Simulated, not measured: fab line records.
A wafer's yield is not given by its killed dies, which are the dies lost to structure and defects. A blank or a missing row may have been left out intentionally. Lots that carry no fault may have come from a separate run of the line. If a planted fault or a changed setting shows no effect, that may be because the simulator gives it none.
Comparing a struck lot with a sound one || flow nand harc || 17 steps out of a route of 1159
Sound: wafers L199.3, L199.5, L199.6. Struck: wafers L192.3, L192.4, L192.5. Last of all comes the cause.
Per side, at each step with rows, come the tool, then ch with its chambers, and then its first start. Under that, the readings that differ: sound wafers || struck wafers || difference of the means || sigmas: that difference in standard deviations of wafers without a fault.
alike: readings with means less than 2 such deviations apart, plus words and numbers identical on both sides. not compared: withheld readings, readings lacking a value on some wafer, bounds such as >300 that could conceal the same value, and numbers that have no deviation in the record and whose values overlap.
The two part at a step that has a row with sigmas, a row that says differs or no value, or rows on one side only. Non-overlapping numbers with no deviation appear without sigmas and do not part them. A reading that every wafer of one side lacks parts them only if that side has two wafers or more.

NHARC_P_M2_INSPECT_11:
  sound: defect inspect-01 at day 11 09:59; struck: defect inspect-02 at day 9 22:53
  alike: raw defect count
then, 2 steps without rows for these wafers: NHARC_P_M2_DESCUM_14 (chemistry O2, time 3 s); NHARC_P_M2_ETCH_35 (etches the open film in N2/H2, target depth 40 nm, overetch 12 nm, time 43.94 s).
NHARC_P_M2_ETCH_15: etches the open film in C4F8/Ar, target depth 182.5 nm, time 91.2 s.
  sound: rie diel-03 ch 0,2,3; struck: rie diel-13 ch 0,1,3
  alike: oes product au, rf vpp V
  not compared: rf hours counter h
NHARC_P_M2_CD_MEAS_16:
  sound: cd sem-03 at day 11 10:21; struck: cd sem-01 at day 9 23:16
  alike: cd nm
NHARC_P_M2_STRIP_18: strips in N2/H2.
  sound on rie diel-03 ch 1,2,3, day 11 10:30; struck on rie diel-13 ch 0,2, day 9 23:20
{"reading": "throttle valve pct (%)", "sound": "14.177 14.176 14.179", "struck": "14.162 14.159 14.155", "difference": -0.019, "sigmas": -2}
  alike: drypump motor current A, n2 flow sccm, oes product au, power w, rf vpp V, showerhead plenum p Torr
  not compared: rf hours counter h
NHARC_P_M2_ETCH_28: etches the open film in CF4/N2, target depth 30 nm, time 72.99 s.
  sound: rie diel-03 ch 0,1; struck: rie diel-13 ch 0,3
{"reading": "oes product au (a.u.)", "sound": "1.006 1.014 1.006", "struck": "0.977 0.989 0.984", "difference": -0.025, "sigmas": -2}
  alike: drypump motor current A, n2 flow sccm, rf vpp V, showerhead plenum p Torr, throttle valve pct
  not compared: rf hours counter h
then, 1 step without rows for these wafers: NHARC_P_M2_STRIP_19 (strips in post etch residue remover, time 600 s).
NHARC_P_M2_DEGAS_29: time 60 s.
  sound: pvd sputter-03 at day 11 11:05; struck: pvd sputter-03 at day 9 23:59
  alike: heater power w
then, 1 step without rows for these wafers: NHARC_P_M2_PRE_CLEAN_30 (time 30 s).
NHARC_P_M2_PVD_20: deposits TaN, target thk 5 nm, time 8.06 s.
  sound on pvd sputter-03; struck on pvd sputter-03
  alike: throttle valve pct
then, 1 step without rows for these wafers: NHARC_P_M2_PVD_21 (deposits Cu, target thk 30 nm, time 20.49 s).
NHARC_P_M2_ECD_22: material Cu, target thk 400 nm.
  sound on ecd cu-01 ch 0,1, day 11 11:32; struck on ecd cu-02 ch 0,1, day 10 00:59
  alike: bath heat duty pct
then, 1 step without rows for these wafers: NHARC_P_M2_ANNEAL_31 (time 90 s).
NHARC_P_M2_CMP_23: polishes, t overpolish 20 s, target thk 144.3 nm.
  sound on cmp-03 ch 2,3, day 11 12:11; struck on cmp-03 ch 0,1,3, day 10 01:39
{"reading": "time to endpoint s (s)", "sound": "25 29 28", "struck": "61 53 54", "difference": "+29", "sigmas": "+8"}
  alike: motor current A
NHARC_P_M2_THK_MEAS_24: measures by xrf.
  sound: film metro-01 at day 11 12:29; struck: film metro-02 at day 10 01:58
  alike: thk nm
next, for these wafers, 1 step has no rows: NHARC_END_SORT_01.

## WHERE THEY PART
Last at NHARC_P_M2_CMP_23 as far as this record goes, first at NHARC_P_M2_STRIP_18. Later steps at which nothing parts them and some readings are alike: NHARC_P_M2_THK_MEAS_24.

WHY: what had been put in by the simulator
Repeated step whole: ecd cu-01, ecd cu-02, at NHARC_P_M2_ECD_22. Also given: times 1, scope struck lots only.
